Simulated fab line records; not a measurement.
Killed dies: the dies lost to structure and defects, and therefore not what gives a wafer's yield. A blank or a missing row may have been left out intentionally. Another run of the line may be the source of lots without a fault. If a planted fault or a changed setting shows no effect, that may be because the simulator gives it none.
fab line records	flow nand_harc
[record] lots = 13	wafers = 39	last_day = 33
route steps=1302 shown P_ZERO_WELL@14 P_STI@83 END@1302
lots that met no fault: from a run of the same line without faults
start_h: the number of hours between the record's first day and the start of the first shown wafer of the lot	wait_h: hours since the lot's step before	" identical to the entry in the row above	L1.1+2: one row covering several wafers at once	- either no value or no given start	* or withheld: withheld	< > ~ a bound
route shown NAME@n: NAME is a module with steps in the file, n the number in the route of the first one	usual: the fault-free wafers' mean and standard deviation	same: alike in all rows	chamber/n: place in a boat	sites: readings site by site	_std_site: standard deviation across them	_edge_site: the outer-site mean with the inner-site mean subtracted	radius_mm: how far each site lies from the wafer's centre	mask NAME#n: copy n	behind: the tool/chamber that last shaped the wafer	hold: the reason the lot was held/the length of the hold in hours/how it ended	device: the n, p or np transistor that did not switch	end of line: the route-end tests of the same wafers	where a step has no rows: the recipe by itself	killed: dies lost to structure and defects at the first sort, not the wafer's yield	map: shows each die of a wafer: x if killed, . if not, _ if none is there
set.NAME: the setting the step ran with; set.NAME@STEP: the setting that earlier step ran with	model.NAME: the simulator's own value behind a step, which no gauge read
steps of the route over a sample of lots; a table a step, a row a wafer
services: from which hour (start_h, from the record's first day; less than 0 if before it) a tool's chamber was out of use, for how many hours, and why
[[steps]]
[step NHARC_P_ZERO_WELL_CD_MEAS_11]
[recipe] target_cd_nm = 500	landing_energy_ev = 500
[usual] cd_nm = 499.7/2.2
lot.wafer	tool	chamber	start_h	wait_h	cd_nm
L394.1	cd_sem-01	0	31.24	-	500.2
L394.4	"	0	"	"	502.1
L394.5	"	0	"	"	499.1
L395.1	cd_sem-02	0	41.26	-	500.8
L395.4	"	0	"	"	500.5
L395.5	"	0	"	"	499.5
L396.3	cd_sem-02	0	51.25	-	499.8
L396.4	"	0	"	"	500.7
L396.6	"	0	"	"	498.4
L397.2	cd_sem-03	0	61.35	-	495.6
L397.3	"	0	"	"	499.8
L397.5	"	0	"	"	496.3
L399.1	cd_sem-01	0	81.24	-	501.5
L399.4	"	0	"	"	500.2
L399.6	"	0	"	"	498.6
L401.3	cd_sem-03	0	101.47	-	500.1
L401.4	"	0	"	"	502.5
L401.6	"	0	"	"	500.5
L403.2	cd_sem-01	0	121.27	-	500.0
L403.4	"	0	"	"	495.1
L403.5	"	0	"	"	498.2
L409.1	cd_sem-02	0	181.11	-	502.2
L409.5	"	0	"	"	500.2
L409.6	"	0	"	"	501.8
L410.2	cd_sem-02	0	191.25	-	498.1
L410.3	"	0	"	"	495.6
L410.6	"	0	"	"	498.0
L413.1	cd_sem-02	0	221.25	-	498.3
L413.2	"	0	"	"	501.4
L413.4	"	0	"	"	497.3
L414.2	cd_sem-02	0	231.11	-	502.6
L414.3	"	0	"	"	503.7
L414.6	"	0	"	"	503.5
L415.2	cd_sem-03	0	241.11	-	502.0
L415.4	"	0	"	"	502.4
L415.5	"	0	"	"	500.4
L416.2	cd_sem-02	0	251.15	-	500.7
L416.4	"	0	"	"	503.3
L416.5	"	0	"	"	502.6
[step NHARC_P_ZERO_WELL_STRIP_56]
[recipe] time_s = 840	temp_c = 130	chemistry = SPM
[usual] bath_guard_temp_C = 130.1/0.62	bath_heat_duty_pct = 14.9/1.5
lot.wafer	tool	chamber	start_h	wait_h	bath_guard_temp_C	bath_heat_duty_pct
L394.4	wet_bench-01	0	36.49	0.1	129.5	14.1
L394.1	"	1	"	"	130.1	16.3
L394.5	"	3	"	"	129.3	14.3
L395.4	wet_bench-03	3	46.51	0.1	130.8	11.6
L395.1	"	5	"	"	130.5	13.2
L395.5	"	7	"	"	130.2	16.1
L396.6	wet_bench-07	0	56.46	0.0	130.6	15.6
L396.4	"	1	"	"	129.7	15.6
L396.3	"	3	"	"	131.3	15.1
L397.5	wet_bench-03	3	66.66	0.1	130.9	11.3
L397.2	"	7	"	"	129.9	17.5
L397.3	"	0	"	"	131.8	13.3
L399.4	wet_bench-01	1	86.75	0.1	130.0	17.1
L399.1	"	2	"	"	129.8	13.6
L399.6	"	5	"	"	129.7	14.9
L401.4	wet_bench-03	5	106.61	0.1	130.5	13.8
L401.6	"	0	"	"	131.4	14.5
L401.3	"	1	"	"	130.2	14.8
L403.5	wet_bench-01	3	126.50	0.1	129.6	15.4
L403.2	"	4	"	"	129.3	15.0
L403.4	"	6	"	"	130.4	15.2
L409.6	wet_bench-03	7	186.39	0.0	-	-
L409.1	"	0	"	"	-	-
L409.5	"	3	"	"	-	-
L410.3	wet_bench-03	6	196.61	0.1	-	-
L410.2	"	7	"	"	-	-
L410.6	"	0	"	"	-	-
L413.4	wet_bench-01	2	226.57	0.1	129.9	13.4
L413.1	"	3	"	"	129.6	15.2
L413.2	"	5	"	"	129.7	13.5
L414.3	wet_bench-07	7	236.74	0.1	130.6	14.2
L414.6	"	0	"	"	130.7	14.5
L414.2	"	1	"	"	130.0	14.3
L415.5	wet_bench-03	6	246.54	0.1	130.4	17.8
L415.2	"	0	"	"	132.0	14.4
L415.4	"	2	"	"	129.3	13.8
L416.4	wet_bench-01	1	256.45	0.1	130.2	17.1
L416.2	"	2	"	"	130.0	13.0
L416.5	"	3	"	"	129.6	14.5
[step NHARC_P_STI_CD_MEAS_09]
[recipe] target_cd_nm = 200	landing_energy_ev = 500
[usual] cd_nm = 199.3/2.2
lot.wafer	tool	chamber	start_h	wait_h	cd_nm
L394.1	cd_sem-02	0	52.00	-	201.4
L394.4	"	0	"	"	197.6
L394.5	"	0	"	"	199.6
L395.1	cd_sem-01	0	63.07	-	199.8
L395.4	"	0	"	"	197.0
L395.5	"	0	"	"	201.3
L396.3	cd_sem-01	0	74.39	-	200.2
L396.4	"	0	"	"	197.5
L396.6	"	0	"	"	199.5
L397.2	cd_sem-01	0	82.19	-	198.4
L397.3	"	0	"	"	202.7
L397.5	"	0	"	"	204.1
L399.1	cd_sem-02	0	103.09	-	203.6
L399.4	"	0	"	"	200.9
L399.6	"	0	"	"	202.4
L401.3	cd_sem-01	0	123.07	-	199.7
L401.4	"	0	"	"	198.1
L401.6	"	0	"	"	200.8
L403.2	cd_sem-01	0	146.40	-	194.3
L403.4	"	0	"	"	199.2
L403.5	"	0	"	"	198.3
L413.1	cd_sem-03	0	243.10	-	198.9
L413.2	"	0	"	"	196.4
L413.4	"	0	"	"	198.8
L414.2	cd_sem-03	0	252.29	-	202.2
L414.3	"	0	"	"	200.9
L414.6	"	0	"	"	199.9
L415.2	cd_sem-03	0	265.87	-	202.0
L415.4	"	0	"	"	197.4
L415.5	"	0	"	"	198.3
L416.2	cd_sem-03	0	273.96	-	197.1
L416.4	"	0	"	"	203.3
L416.5	"	0	"	"	202.0
[step NHARC_P_STI_ETCH_31]
[recipe] target_depth_a = 1089	time_s = 54.5	cf4_flow_sccm = 100	chf3_flow_sccm = 30	ar_flow_sccm = 0	rf_w = 500	bias_w = 200	chemistry = CF4/CHF3
[usual] drypump_motor_current_A = 5.8/0.33	oes_product_au = 0.964/0.017	rf_vpp_V = 369.4/2.6	showerhead_plenum_p_Torr = 1.54/0.073	throttle_valve_pct = 16.801/0.0097
lot.wafer	tool	chamber	start_h	wait_h	drypump_motor_current_A	oes_product_au	rf_hours_counter_h	rf_vpp_V	showerhead_plenum_p_Torr	throttle_valve_pct
L394.1	rie_diel-04	0	-	-	5.3	0.982	2	367.3	1.47	16.800
L394.4	"	3	"	"	5.5	0.956	2	372.7	1.58	16.812
L394.5	"	0	"	"	5.3	0.980	-	367.0	1.47	16.801
L395.4	rie_diel-11	1	-	-	5.6	0.976	13	376.0	1.69	16.797
L395.1	"	2	"	"	5.3	0.975	11	371.6	1.60	16.793
L395.5	"	1	"	"	5.6	0.966	-	375.1	1.69	16.818
L396.3	rie_diel-04	3	-	-	5.4	0.946	3	370.3	1.58	16.811
L396.4	"	0	"	"	5.3	0.982	3	368.0	1.47	16.837
L396.6	"	2	"	"	5.8	0.964	-	368.3	1.49	16.801
L397.3	rie_diel-01	2	-	-	5.7	0.959	2	368.1	1.48	16.795
L397.2	"	1	"	"	5.9	0.977	2	367.2	1.48	16.816
L397.5	"	3	"	"	6.0	0.967	-	367.1	1.49	16.815
L399.4	rie_diel-04	2	-	-	5.8	0.977	5	368.9	1.49	16.804
L399.1	"	3	"	"	5.5	0.961	6	371.2	1.58	16.785
L399.6	"	1	"	"	6.6	0.977	-	366.1	1.47	16.802
L401.3	rie_diel-01	3	-	-	6.0	0.961	5	368.0	1.49	16.791
L401.4	"	0	"	"	5.9	0.961	4	369.6	1.55	16.803
L401.6	"	2	"	"	5.7	0.980	-	368.7	1.48	16.794
L403.2	rie_diel-04	2	-	-	5.8	0.982	8	366.9	1.49	16.798
L403.4	"	3	"	"	5.5	0.960	9	370.6	1.58	16.794
L403.5	"	2	"	"	5.8	0.974	-	368.4	1.49	16.814
L413.2	rie_diel-04	1	-	-	6.6	0.997	2	367.0	1.47	16.817
L413.1	"	2	"	"	5.8	0.966	3	369.5	1.49	16.792
L413.4	"	3	"	"	5.5	0.964	3	370.2	1.58	16.809
L414.3	rie_diel-11	1	-	-	5.6	0.970	14	375.1	1.68	16.782
L414.2	"	3	"	"	5.8	0.956	10	374.8	1.68	16.792
L414.6	"	1	"	"	5.5	0.972	-	372.7	1.68	16.802
L415.4	rie_diel-01	3	-	-	6.0	0.955	2	368.2	1.49	16.804
L415.2	"	0	"	"	6.0	0.940	2	370.1	1.55	16.810
L415.5	"	1	"	"	5.9	0.940	-	368.0	1.48	16.805
L416.4	rie_diel-01	2	-	-	5.6	0.965	3	367.9	1.48	16.801
L416.2	"	1	"	"	5.9	0.973	3	367.3	1.48	16.791
L416.5	"	3	"	"	6.0	0.970	-	368.5	1.49	16.819
[step NHARC_END_SORT_01]
[recipe] temp_c = 25
[usual] killed_at_array = 58/18	killed_at_other = 1.0/1.5	killed_at_periphery = 4/3.1	killed_dies = 64/18	killed_open = 3.4/1.9	killed_short = 2.7/1.7
[same] gross_dies = 677
lot.wafer	tool	chamber	start_h	wait_h	killed_at_array	killed_at_other	killed_at_periphery	killed_dies	killed_open	killed_short
L401.3	prober-01	0	664.03	3.1	75	8	10	93	2	2
L401.4	prober-01	0	664.84	3.4	84	2	11	97	4	5
L401.6	prober-01	0	666.47	4.1	85	7	7	99	3	1
L410.2	prober-02	0	729.72	2.8	82	2	593	677	6	4
L410.3	prober-02	0	730.52	3.1	60	1	616	677	3	0
L410.6	prober-02	0	732.91	4.0	65	0	612	677	0	4
L409.1	prober-01	0	743.36	2.5	72	0	605	677	4	0
L409.5	prober-01	0	746.63	3.8	73	0	604	677	4	3
L409.6	prober-01	0	747.44	4.1	80	1	596	677	3	0
// killed by level:class
L401.3 A_CHANNEL_HOLE_D1:chamber_film_flake=36 A_SLIT:chamber_film_flake=23 THIN_TSV:chamber_film_flake=8 A_CHANNEL_HOLE_D2:chamber_film_flake=7 P_CONTACT:chamber_film_flake=6 P_M2:chamber_film_flake=2 A_SGD_CUT:chamber_film_flake=2 A_WL_FILL:chamber_film_flake=2
L401.4 A_CHANNEL_HOLE_D1:chamber_film_flake=33 A_SLIT:chamber_film_flake=27 A_CHANNEL_HOLE_D2:chamber_film_flake=13 P_CONTACT:chamber_film_flake=5 P_M2:chamber_film_flake=4 A_ONON_D1:geometric_particle:open=2 A_SGD_CUT:chamber_film_flake=2 A_CONTACT:chamber_film_flake=2
L401.6 A_CHANNEL_HOLE_D1:chamber_film_flake=36 A_SLIT:chamber_film_flake=30 A_CHANNEL_HOLE_D2:chamber_film_flake=9 THIN_TSV:chamber_film_flake=7 P_CONTACT:chamber_film_flake=4 A_CONTACT:chamber_film_flake=3 A_SGD_CUT:chamber_film_flake=2 A_STAIRCASE:chamber_film_flake=2
L410.2 P_ZERO_WELL:area_strip=589 A_SLIT:chamber_film_flake=27 A_CHANNEL_HOLE_D2:chamber_film_flake=20 A_CONTACT:chamber_film_flake=11 A_CHANNEL_HOLE_D1:chamber_film_flake=6 A_STAIRCASE:chamber_film_flake=4 P_M2:chamber_film_flake=3 A_DECK1_JOINT:geometric_particle:open=2
L410.3 P_ZERO_WELL:area_strip=610 A_SLIT:chamber_film_flake=29 A_CHANNEL_HOLE_D2:chamber_film_flake=13 A_CHANNEL_HOLE_D1:chamber_film_flake=7 A_CONTACT:chamber_film_flake=5 A_STAIRCASE:chamber_film_flake=4 P_M2:chamber_film_flake=2 P_M0:geometric_particle:open=1
L410.6 P_ZERO_WELL:area_strip=610 A_SLIT:chamber_film_flake=29 A_CHANNEL_HOLE_D2:chamber_film_flake=12 A_CONTACT:chamber_film_flake=6 A_STAIRCASE:chamber_film_flake=5 A_CHANNEL_HOLE_D1:chamber_film_flake=4 A_CHANNEL_FILL_D1:chamber_film_flake=2 A_CHANNEL_FILL_D2:chamber_film_flake=2
L409.1 P_ZERO_WELL:area_strip=604 A_CHANNEL_HOLE_D1:chamber_film_flake=39 A_CHANNEL_HOLE_D2:chamber_film_flake=16 A_SLIT:chamber_film_flake=7 A_CONTACT:chamber_film_flake=3 A_STAIRCASE:chamber_film_flake=3 A_CHANNEL_FILL_D2:geometric_particle:open=2 A_SGD_CUT:geometric_particle:open=1
L409.5 P_ZERO_WELL:area_strip=601 A_CHANNEL_HOLE_D1:chamber_film_flake=31 A_CHANNEL_HOLE_D2:chamber_film_flake=21 A_CONTACT:chamber_film_flake=5 A_SLIT:chamber_film_flake=4 A_STAIRCASE:chamber_film_flake=3 A_CHANNEL_FILL_D1:chamber_film_flake=2 A_CHANNEL_FILL_D2:chamber_film_flake=2
L409.6 P_ZERO_WELL:area_strip=591 A_CHANNEL_HOLE_D1:chamber_film_flake=28 A_CHANNEL_HOLE_D2:chamber_film_flake=27 A_CONTACT:chamber_film_flake=9 A_STAIRCASE:chamber_film_flake=7 A_SLIT:chamber_film_flake=5 P_STI:chamber_film_flake=4 P_M0:geometric_particle:open=1
[[services]]
tool	chamber	start_h	hours	kind
rie_diel-01	-	26.90	9.0	pm
wet_bench-07	-	30.07	5.3	repair
wet_bench-03	-	34.40	8.0	pm
wet_bench-07	-	36.74	3.2	repair
wet_bench-03	0	42.40	-	consumable_replace:bath
wet_bench-03	0	42.40	-	consumable_replace:filter
wet_bench-03	1	42.40	-	consumable_replace:bath
wet_bench-03	1	42.40	-	consumable_replace:filter
wet_bench-03	2	42.40	-	consumable_replace:bath
rie_diel-04	2	57.21	6.2	repair
rie_diel-11	-	78.50	9.0	pm
wet_bench-07	-	85.30	4.6	repair
wet_bench-01	-	101.60	8.0	pm
wet_bench-03	-	130.00	8.0	repair
wet_bench-07	-	160.00	8.0	pm
rie_diel-04	-	178.05	9.0	pm
rie_diel-11	0	181.97	2.7	repair
rie_diel-01	-	203.90	9.0	pm
rie_diel-11	1	204.07	6.1	repair
wet_bench-03	-	210.40	8.0	pm
rie_diel-04	3	215.27	6.1	repair
rie_diel-11	3	225.47	24.4	repair
rie_diel-04	1	248.09	6.2	repair
rie_diel-11	-	255.50	9.0	pm
[[key]]
[first_sign] step = NHARC_P_ZERO_WELL_STRIP_56	reading = tool_record	direction = missing
[effect] step = NHARC_END_SORT_01	reading = killed_at_periphery	direction = up	sigmas = 99+	usual = 4	struck = 604
[more_kills_born_at] NHARC_P_ZERO_WELL_STRIP_56@wet_bench-03 = 3605
met_at NHARC_P_ZERO_WELL_STRIP_56
struck_lots L409,L410
later_rows_left_out L409.1,L409.5,L409.6,L410.2,L410.3,L410.6
tester_left_out L409,L410
not_acting_at NHARC_P_ZERO_WELL_CD_MEAS_11,NHARC_P_STI_CD_MEAS_09,NHARC_P_STI_ETCH_31
onset_between 106.61 186.39
[fault] kind = skipped_step_whole	tool = wet_bench-03	chamber = -	onset_h = 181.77	steps = NHARC_P_ZERO_WELL_STRIP_56	scope = struck_lots_only
// tester_left_out: of these lots the tester's yield and bins aren't shown, on N5 and GAA mostly nor the transistor test; their killed dies are dies lost to structure and defects alone, not to doping, threshold or leakage, so they don't give the yield
// later_rows_left_out: the simulator's readings of these wafers behind a module that went badly wrong aren't trusted and aren't shown, but for the sort
